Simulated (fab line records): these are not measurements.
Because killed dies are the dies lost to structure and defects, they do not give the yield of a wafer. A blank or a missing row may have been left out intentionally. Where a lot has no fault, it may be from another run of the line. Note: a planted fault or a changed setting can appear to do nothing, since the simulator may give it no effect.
fab line records | flow nand-harc
record: lots: 5 wafers: 15 last-day: 34
route steps=1302 shown P_GATE@126 END@1302
lots untouched by any fault: they come from a run of this same line in which no faults occurred
start-h: hours from the record's opening day to when the first of the lot's shown wafers began | wait-h: time in hours since the lot's previous step | " repeats the value in the row above | L1.1+2: a single row standing in for several wafers | - either no value or no given start | * or withheld: withheld | < > ~ a bound
route shown NAME@n: a module of which the file shows steps, and the number in the route of the first | usual: mean/standard deviation taken from wafers without a fault | same: alike in all rows | chamber/n: place in a boat | sites: the reading at each site | _std_site: how widely they spread, as a standard deviation | _edge_site: the outer-site mean with the inner-site mean subtracted | radius-mm: for every site, how far away it sits from the centre of the wafer | mask NAME#n: copy n | behind: the last tool/chamber to shape the wafer | hold: why the lot went on hold/how many hours it stayed there/how the hold came to an end | device: which transistor (n, p or np) failed to switch | end of line: tests run on the same wafers once the route is complete | a step without rows: its recipe alone | killed: count of dies lost to structure and defects at first sort (not the wafer's yield) | map: a wafer's dies, x killed, . not, _ none there
set.NAME: the setting as run; set.NAME@STEP: as run at that earlier step | model.NAME: the simulator's own value behind a step, which no gauge read
certain route steps with their lots: each step a table, each wafer a row
services: a tool's chamber out of use, with start hour (start-h, from the record's first day; less than 0 if before it), hours out, and reason
== steps ==
step: NHARC_P_GATE_STRIP_15
recipe: time-s: 780 temp-c: 130 chemistry: SPM
step: NHARC_P_GATE_PRECLEAN_71
recipe: time-s: * temp-c: 50 bath-age-min: 0 chemistry: SC1
step: NHARC_P_GATE_SRD_72
step: NHARC_P_GATE_OXIDE_16
recipe: target-thk-a: 30 temp-c: 875 ox-time-s: 392 material: SiO2
step: NHARC_P_GATE_CVD_17
recipe: target-thk-a: 1500 temp-c: 620 time-s: 900 material: poly-Si
step: NHARC_P_GATE_HM_DEP_102
recipe: target-thk-a: 1200 temp-c: 400 material: aC
usual: throttle-valve-pct: 34.999/0.009
columns lot.wafer tool chamber start-h wait-h throttle-valve-pct
L221.1 acl-dep-02 0 141.21 0.4 35.001
L221.5 " 0 " " 35.002
L221.6 " 0 " " 35.003
L227.2 acl-dep-02 0 192.70 0.5 35.016
L227.4 " 0 " " 34.997
L227.5 " 0 " " 35.008
L228.3 acl-dep-03 0 207.19 1.1 34.998
L228.4 " 0 " " 35.010
L228.6 " 0 " " 35.002
L237.3 acl-dep-03 0 294.74 0.6 35.016
L237.5 " 0 " " 34.973
L237.6 " 0 " " 34.997
L240.2 acl-dep-03 0 322.44 0.8 35.003
L240.3 " 0 " " 35.036
L240.6 " 0 " " 35.001
step: NHARC_P_GATE_DEP_103
recipe: target-thk-a: 300 target-thk-nm: 30 temp-c: 400 flow-sccm: 200 rf-w: 350 material: SiON
usual: heater-power-w: 761/89
columns lot.wafer tool chamber start-h wait-h heater-power-w
L221.1 pecvd-02 0 141.93 0.6 700
L221.5 " 0 " " 703
L221.6 " 1 " " 696
L227.2 pecvd-04 1 193.25 0.4 691
L227.5 " 1 " " 685
L227.4 " 0 " " 829
L228.3 pecvd-04 2 207.64 0.3 658
L228.4 " 2 " " 655
L228.6 " 1 " " 743
L237.3 pecvd-02 2 295.25 0.4 840
L237.5 " 0 " " 848
L237.6 " 1 " " 853
L240.3 pecvd-02 1 323.03 0.4 705
L240.2 " 2 " " 801
L240.6 " 0 " " 787
step: NHARC_P_GATE_DEHYDRATE_18
recipe: temp-c: 150 time-s: 120
step: NHARC_P_GATE_HMDS_19
recipe: time-s: 30
step: NHARC_P_GATE_COAT_20
recipe: spin-rpm: 1500 resist-thk-nm: 90
step: NHARC_P_GATE_SOFTBAKE_21
recipe: temp-c: 105 time-s: 55
step: NHARC_P_GATE_EBR_22
step: NHARC_P_GATE_EXPOSE_23
recipe: na: 1.35 target-cd-nm: 120 dose-mj: 93.91 mask-id: P_GATE
usual: reticle-temp-C: 23.03/0.11
columns lot.wafer tool chamber start-h wait-h mask reticle-temp-C
L221.1 arfi-scanner-03 0 142.45 - P_GATE#0 22.78
L221.5 " 0 " " P_GATE#0 22.90
L221.6 " 0 " " P_GATE#0 22.79
L227.2 arfi-scanner-03 0 193.66 - P_GATE_R1#0 23.00
L227.4 " 0 " " P_GATE_R1#0 23.12
L227.5 " 0 " " P_GATE_R1#0 22.94
L228.3 arfi-scanner-02 0 208.19 - P_GATE#0 23.18
L228.4 " 0 " " P_GATE#0 23.08
L228.6 " 0 " " P_GATE#0 23.06
L237.3 arfi-scanner-02 0 295.74 - P_GATE#0 23.24
L237.5 " 0 " " P_GATE#0 23.13
L237.6 " 0 " " P_GATE#0 23.11
L240.2 arfi-scanner-03 0 323.42 - P_GATE#0 22.74
L240.3 " 0 " " P_GATE#0 22.98
L240.6 " 0 " " P_GATE#0 22.99
step: NHARC_P_GATE_PEB_24
recipe: peb-temp-c: 100 peb-time-s: 65
step: NHARC_P_GATE_DEVELOP_25
recipe: develop-time-s: 35 dev-temp-c: 23
step: NHARC_P_GATE_CD_MEAS_26
recipe: target-cd-nm: 120 landing-energy-ev: 500
usual: cd-nm: 119.9/0.45
columns lot.wafer tool chamber start-h wait-h cd-nm
L221.1 cd-sem-03 0 142.58 - 120.6
L221.5 " 0 " " 119.9
L221.6 " 0 " " 120.3
L227.2 cd-sem-03 0 193.80 - 105.9
L227.4 " 0 " " 105.8
L227.5 " 0 " " 105.2
L228.3 cd-sem-01 0 208.33 - 119.0
L228.4 " 0 " " 119.5
L228.6 " 0 " " 118.9
L237.3 cd-sem-03 0 295.88 - 120.4
L237.5 " 0 " " 119.9
L237.6 " 0 " " 119.7
L240.2 cd-sem-01 0 323.56 - 119.9
L240.3 " 0 " " 119.4
L240.6 " 0 " " 118.7
step: NHARC_P_GATE_OVL_MEAS_27
usual: overlay-x-nm: 0.0/0.57 overlay-y-nm: 0.3/0.8
columns lot.wafer tool chamber start-h wait-h overlay-x-nm overlay-y-nm
L221.1 overlay-01 - 142.67 - -0.4 -0.5
L221.5 " - " " -0.8 -0.2
L221.6 " - " " -0.7 -0.3
L227.2 overlay-02 - 193.89 - 0.1 1.3
L227.4 " - " " -0.2 0.6
L227.5 " - " " 0.4 0.9
L228.3 overlay-01 - 208.41 - -0.2 -0.4
L228.4 " - " " -0.6 0.3
L228.6 " - " " -0.5 -0.3
L237.3 overlay-02 - 295.96 - 0.5 -1.1
L237.5 " - " " 0.4 -0.8
L237.6 " - " " 0.2 -0.3
L240.2 overlay-01 - 323.64 - -0.2 0.0
L240.3 " - " " 0.4 0.0
L240.6 " - " " 0.0 0.1
step: NHARC_P_GATE_INSPECT_28
usual: raw-defect-count: 6.0/2.6
columns lot.wafer tool chamber start-h wait-h raw-defect-count
L221.1 defect-inspect-01 - 142.71 0.0 11
L221.5 " - " " 7
L221.6 " - " " 8
L227.2 defect-inspect-01 - 193.93 0.0 5
L227.4 " - " " 5
L227.5 " - " " 5
L228.3 defect-inspect-02 - 208.45 0.0 5
L228.4 " - " " 9
L228.6 " - " " 8
L237.3 defect-inspect-02 - 296.00 0.0 6
L237.5 " - " " 5
L237.6 " - " " 3
L240.2 defect-inspect-01 - 323.68 0.0 2
L240.3 " - " " 5
L240.6 " - " " 3
step: NHARC_P_GATE_DESCUM_31
recipe: time-s: 3 o2-flow-sccm: 200 ar-flow-sccm: 0 bias-power-w: 0 chemistry: O2
usual: drypump-motor-current-A: 5.6/0.34 oes-product-au: 0.998/0.0077 rf-vpp-V: 57.8/0.87 showerhead-plenum-p-Torr: 1.93/0.079 throttle-valve-pct: 11.310/0.01
columns lot.wafer tool chamber start-h wait-h drypump-motor-current-A oes-product-au rf-hours-counter-h rf-vpp-V showerhead-plenum-p-Torr throttle-valve-pct model.P_GATE.cd-nm
L221.1 rie-diel-01 3 142.80 0.1 5.7 1.012 8.5 58.8 2.03 11.332 120.7
L221.6 " 0 " " 4.9 0.989 - 57.4 2.04 11.316 120.4
L221.5 " 1 " " 5.4 1.006 - 58.1 2.02 11.325 119.4
L227.4 rie-diel-03 0 193.99 0.1 5.3 0.997 3.7 57.3 1.87 11.297 106
L227.2 " 2 " " 5.3 0.994 5.0 57.5 1.79 11.305 106.6
L227.5 " 1 " " 6.0 0.989 - 58.9 1.84 11.299 104.8
L228.4 rie-diel-11 1 208.51 0.1 5.9 1.004 5.6 59.1 1.90 11.309 119.6
L228.3 " 0 " " 5.9 1.007 5.8 59.0 1.93 11.317 118.8
L228.6 " 2 " " 5.8 1.004 - 57.4 1.84 11.315 118.8
L237.3 rie-diel-03 1 296.08 0.1 6.0 1.003 0.2 57.8 1.84 11.328 120.1
L237.5 " 2 " " 5.3 1.001 - 55.9 1.79 11.320 120.3
L237.6 " 3 " " 5.1 1.007 - 57.5 1.93 11.300 120
L240.2 rie-diel-01 2 323.74 0.1 5.7 0.996 6.5 55.9 1.89 11.297 120.1
L240.3 " 1 " " 5.4 1.006 6.1 57.4 2.02 11.291 119.8
L240.6 " 2 " " 5.7 0.985 - 59.0 1.89 11.305 119.1
step: NHARC_P_GATE_ETCH_104
recipe: target-depth-a: 600 time-s: withheld cf4-flow-sccm: 100 chf3-flow-sccm: 30 ar-flow-sccm: 0 rf-w: 500 bias-w: 200 chemistry: CF4/CHF3
usual: drypump-motor-current-A: 5.5/0.33 oes-product-au: 0.949/0.024 rf-vpp-V: 370.9/2.1 showerhead-plenum-p-Torr: 1.58/0.062 throttle-valve-pct: 16.803/0.009
columns lot.wafer tool chamber start-h wait-h drypump-motor-current-A oes-product-au rf-vpp-V showerhead-plenum-p-Torr throttle-valve-pct
L221.1 rie-diel-01 2 142.86 0.1 5.6 0.909 370.4 1.56 16.809
L221.5 " 3 " " 5.7 0.940 372.5 1.66 16.811
L221.6 " 1 " " 5.4 0.934 374.0 1.66 16.793
L227.4 rie-diel-03 0 194.07 0.1 5.3 0.962 370.3 1.54 16.777
L227.2 " 2 " " 5.3 0.976 367.0 1.48 16.806
L227.5 " 1 " " 6.0 0.954 367.7 1.52 16.794
L228.4 rie-diel-11 1 208.59 0.1 5.9 0.922 370.4 1.57 16.810
L228.3 " 3 " " 5.4 0.960 369.0 1.52 16.791
L228.6 " 1 " " 5.9 0.923 370.6 1.57 16.800
L237.3 rie-diel-03 3 296.14 0.1 5.1 0.969 370.7 1.59 16.808
L237.5 " 3 " " 5.1 0.967 371.5 1.59 16.809
L237.6 " 0 " " 5.3 0.982 369.7 1.54 16.799
L240.2 rie-diel-01 2 323.83 0.1 5.7 0.909 369.2 1.55 16.804
L240.3 " 3 " " 5.8 0.925 373.3 1.66 16.800
L240.6 " 1 " " 5.4 0.926 372.9 1.66 16.798
step: NHARC_P_GATE_HM_OPEN_105
recipe: target-depth-a: 3600 o2-flow-sccm: 400 cos-flow-sccm: 20 ar-flow-sccm: 0 rf-w: 500 bias-w: 300 chemistry: O2/COS
usual: drypump-motor-current-A: 5.5/0.33 oes-product-au: 0.996/0.0082 rf-vpp-V: 467.5/2.7 showerhead-plenum-p-Torr: 3.14/0.12 throttle-valve-pct: 28.330/0.0094
columns lot.wafer tool chamber start-h wait-h drypump-motor-current-A oes-product-au rf-hours-counter-h rf-vpp-V showerhead-plenum-p-Torr throttle-valve-pct
L221.1 rie-diel-01 2 - - 5.6 0.991 8.1 465.8 3.08 28.346
L221.6 " 1 " " 5.4 1.004 - 470.7 3.29 28.334
L221.5 " 2 " " 5.6 0.981 - 466.3 3.08 28.329
L227.2 rie-diel-03 0 - - 5.3 1.011 3.8 465.2 3.06 28.327
L227.4 " 1 " " 6.0 0.993 4.5 464.1 3.01 28.342
L227.5 " 2 " " 5.3 1.000 - 463.5 2.93 28.319
L228.4 rie-diel-11 2 - - 5.9 1.008 6.2 465.1 3.00 28.310
L228.3 " 0 " " 5.9 1.007 5.8 466.9 3.14 28.329
L228.6 " 3 " " 5.4 0.999 - 463.5 3.02 28.327
L237.3 rie-diel-03 3 - - 5.1 1.007 0.2 467.8 3.15 28.343
L237.6 " 0 " " 5.3 1.011 - 465.3 3.05 28.346
L237.5 " 1 " " 6.0 1.000 - 464.7 3.01 28.319
L240.3 rie-diel-01 3 - - 5.7 0.992 7.1 469.6 3.29 28.342
L240.2 " 0 " " 4.9 0.990 7.3 471.4 3.31 28.320
L240.6 " 2 " " 5.7 0.999 - 466.4 3.08 28.335
step: NHARC_P_GATE_STRIP_106
recipe: o2-flow-sccm: 400 cos-flow-sccm: 20 ar-flow-sccm: 0 bias-w: 0 chemistry: O2/COS
step: NHARC_P_GATE_ETCH_114
recipe: target-depth-a: 300 overetch-a: 30 time-s: 16.5 ion-energy-ev: 100 cf4-flow-sccm: 80 o2-flow-sccm: 20 ar-flow-sccm: 0 rf-w: 300 bias-w: 100 chemistry: CF4/O2
step: NHARC_P_GATE_ETCH_32
recipe: target-depth-a: 1500 over-etch-frac: 1 over-etch-ion-energy-ev: 40 time-s: 100.1 hbr-flow-sccm: 150 cl2-flow-sccm: 50 rf-w: 400 icp-w: 400 bias-w: 100 chemistry: HBr/Cl2
usual: drypump-motor-current-A: 5.7/0.46 oes-product-au: 0.999/0.0069 throttle-valve-pct: 26.406/0.0096
columns lot.wafer tool chamber start-h wait-h drypump-motor-current-A oes-product-au rf-hours-counter-h throttle-valve-pct model.P_GATE.cd-nm
L221.1 rie-si-01 3 143.33 - 5.4 0.996 0.70 26.401 121.8
L221.6 " 0 " " 5.6 1.005 - 26.403 119.7
L221.5 " 1 " " 6.2 1.001 - 26.406 120.4
L227.4 rie-si-06 2 194.46 - 6.1 1.001 0.79 26.403 106.5
L227.2 " 3 " " 5.9 1.007 0.85 26.425 107.6
L227.5 " 2 " " 6.1 1.012 - 26.396 107.3
L228.4 rie-si-05 2 208.98 - 6.1 1.001 0.30 26.413 117.6
L228.3 " 0 " " 5.0 1.002 0.42 26.397 116.6
L228.6 " 2 " " 6.0 0.992 - 26.411 118.6
L237.3 rie-si-06 0 296.52 - 5.0 0.999 0.21 26.417 118.1
L237.6 " 0 " " 4.9 1.004 - 26.406 118.3
L237.5 " 1 " " 6.1 0.987 - 26.401 117.4
L240.2 rie-si-06 0 324.21 - 5.0 0.992 0.48 26.400 122.3
L240.3 " 2 " " 6.1 1.010 0.47 26.403 122.1
L240.6 " 0 " " 5.0 1.007 - 26.394 119.2
step: NHARC_P_GATE_STRIP_108
recipe: o2-flow-sccm: 500 ar-flow-sccm: 0 bias-w: 0 chemistry: O2
usual: drypump-motor-current-A: 5.6/0.34 oes-product-au: 0.998/0.008 rf-vpp-V: 57.8/0.9 showerhead-plenum-p-Torr: 3.53/0.13 throttle-valve-pct: 17.036/0.009
columns lot.wafer tool chamber start-h wait-h drypump-motor-current-A oes-product-au rf-hours-counter-h rf-vpp-V showerhead-plenum-p-Torr throttle-valve-pct
L221.1 rie-diel-11 0 143.44 - 5.9 1.010 3.1 57.3 3.55 17.040
L221.5 " 0 " " 5.9 1.000 - 59.2 3.55 17.045
L221.6 " 1 " " 6.0 0.993 - 58.3 3.51 17.041
L227.2 rie-diel-01 2 194.61 - 5.7 0.993 10.5 59.0 3.48 17.029
L227.4 " 1 " " 5.4 1.003 9.5 60.4 3.71 17.027
L227.5 " 2 " " 5.7 0.985 - 58.7 3.48 17.036
L228.3 rie-diel-11 3 209.13 - 5.4 0.993 4.6 57.3 3.41 17.030
L228.4 " 2 " " 5.9 1.006 6.2 56.9 3.39 17.034
L228.6 " 0 " " 5.9 1.014 - 57.7 3.55 17.047
L237.3 rie-diel-11 0 296.72 - 5.9 1.008 1.6 57.7 3.55 17.041
L237.5 " 1 " " 6.0 1.001 - 58.4 3.51 17.048
L237.6 " 2 " " 5.9 0.996 - 58.1 3.39 17.037
L240.3 rie-diel-03 0 324.37 - 5.3 1.011 1.6 57.1 3.45 17.034
L240.2 " 3 " " 5.1 1.004 1.3 57.9 3.56 17.032
L240.6 " 0 " " 5.3 1.007 - 57.9 3.45 17.044
step: NHARC_END_SORT_01
recipe: temp-c: 25
usual: killed-at-array: 53/21 killed-at-other: 1.0/1.3 killed-at-periphery: 3.8/2.4 killed-dies: 58/21 killed-open: 3.4/1.9 killed-short: 2.4/1.5
same: gross-dies: 677
columns lot.wafer tool chamber start-h wait-h killed-at-array killed-at-other killed-at-periphery killed-dies killed-open killed-short
L227.2 prober-02 0 677.83 2.8 66 2 14 82 3 0
L227.4 prober-02 0 679.44 3.4 71 0 20 91 1 5
L227.5 prober-02 0 680.24 3.7 58 0 8 66 2 6
killed by level:class
L227.2 A_CHANNEL_HOLE_D1:chamber-film-flake=33 A_SLIT:chamber-film-flake=22 P_GATE:area-expose=11 P_M2:chamber-film-flake=2 A_STAIRCASE:chamber-film-flake=2 A_WL_FILL:chamber-film-flake=2 A_CONTACT:chamber-film-flake=2 THIN_TSV:chamber-film-flake=2
L227.4 A_CHANNEL_HOLE_D1:chamber-film-flake=34 A_SLIT:chamber-film-flake=19 P_GATE:area-expose=15 A_CHANNEL_FILL_D2:chamber-film-flake=5 P_STI:chamber-film-flake=2 A_WL_FILL:chamber-film-flake=2 A_CONTACT:chamber-film-flake=2 P_GATE:geometric-particle:open=1
L227.5 A_SLIT:chamber-film-flake=23 A_CHANNEL_HOLE_D1:chamber-film-flake=13 P_GATE:area-expose=5 A_SGD_CUT:chamber-film-flake=3 A_WL_FILL:chamber-film-flake=3 A_CONTACT:chamber-film-flake=3 A_DECK1_JOINT:chamber-film-flake=2 A_CHANNEL_FILL_D2:chamber-film-flake=2
map L227.4 (x killed, . not)
____________.____________
_________...x..._________
_______..........._______
______......x......______
_____.....x........._____
____.................____
____.................____
___x...x..............___
___...............x...___
__.....x...............__
__......x..............__
_..x....xx.....x........_
_xx..x.xxx.............x_
_....x.xxx........x....._
_....xxxxxx............._
_x....xxx.x............._
......xxxxx.....x........
.....x.xxx.x.............
.....xxx.xxx............x
.......x..x..............
.......x.................
_......................._
_...........x..........._
_............x.........._
_..........x..........xx_
_x......................_
__.................x...__
__.....................__
___.........x........x___
___.x.x...............___
____...x.x..........x____
____.xxx.x........x..____
_____.xxxxx........._____
______xxxxx.......x______
_______xx.x......._______
_________x..x..._________
____________.____________
map L240.6 (x killed, . not)
____________x____________
_________...xxxx_________
_______.....xxxxxx_______
______....x...xxx..______
_____........x.xx..._____
____........xxx.x....____
____........x.xx.....____
___...................___
___...................___
__.....................__
__.....x...x.x......x..__
_..x...................._
_......................._
_......................._
_............x.........._
_......................._
.........................
.........................
.........................
.........................
.........................
_......................x_
_......................._
_......................._
_........x.............._
_......................._
__.....................__
__...x..........x......__
___.xx..x.............___
___..xx...............___
____.xxxxxxx..x......____
____.xxxxx...........____
_____xxxxxx.......x._____
______xxxxx........______
_______xxx........_______
_________x.x...x_________
____________.____________
== services ==
columns tool chamber start-h hours kind
acl-dep-03 - 122.92 13.0 pm
rie-diel-03 2 140.20 8.8 repair
rie-diel-03 0 140.22 7.3 repair
rie-si-06 0 174.39 6.8 repair
arfi-scanner-03 - 177.18 0.9 repair
rie-diel-11 1 179.52 4.2 repair
pecvd-02 2 188.27 14.4 repair
rie-diel-11 3 189.08 8.6 repair
arfi-scanner-03 - 196.00 4.0 pm
rie-diel-01 - 196.79 0.6 repair
rie-diel-11 3 202.24 6.2 repair
arfi-scanner-03 - 203.49 1.1 repair
rie-diel-01 - 203.83 9.0 pm
pecvd-02 - 227.22 13.0 pm
rie-si-06 1 236.49 3.0 repair
rie-si-06 0 241.95 3.2 repair
rie-si-06 - 249.00 9.0 pm
rie-diel-11 - 255.53 9.0 pm
rie-diel-01 3 260.05 2.4 repair
rie-diel-01 0 271.69 7.7 repair
rie-diel-03 - 281.30 9.0 pm
arfi-scanner-03 - 306.97 0.4 repair
acl-dep-03 - 307.61 13.0 pm
rie-diel-01 - 321.52 0.3 repair
== key ==
first-sign: step: NHARC_P_GATE_EXPOSE_23 reading: mask direction: changed
effect: step: NHARC_P_GATE_CD_MEAS_26 reading: cd-nm direction: down sigmas: 31 usual: 119.9 struck: 105.7
effect: step: NHARC_END_SORT_01 reading: killed-at-periphery direction: up sigmas: 4.3 usual: 3.8 struck: 14
model-effect: step: NHARC_P_GATE_DESCUM_31 value: P_GATE.cd-nm without: 120.1 struck: 105.8
model-effect: step: NHARC_P_GATE_ETCH_32 value: P_GATE.cd-nm without: 121.4 struck: 107.1
met-at NHARC_P_GATE_EXPOSE_23
struck-wafers L227.2,L227.4,L227.5
tester-left-out L227
onset-between 142.45 193.66
fault: kind: wrong-mask tool: any chamber: - onset-h: 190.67 steps: NHARC_P_GATE_EXPOSE_23 aux-copy: P_GATE_R1#0 cd-offset-nm: -14.326 scope: struck-lots-only
tester-left-out: of these lots the tester's yield and bins aren't shown, on N5 and GAA mostly nor the transistor test; their killed dies are dies lost to structure and defects alone, not to doping, threshold or leakage, so they don't give the yield
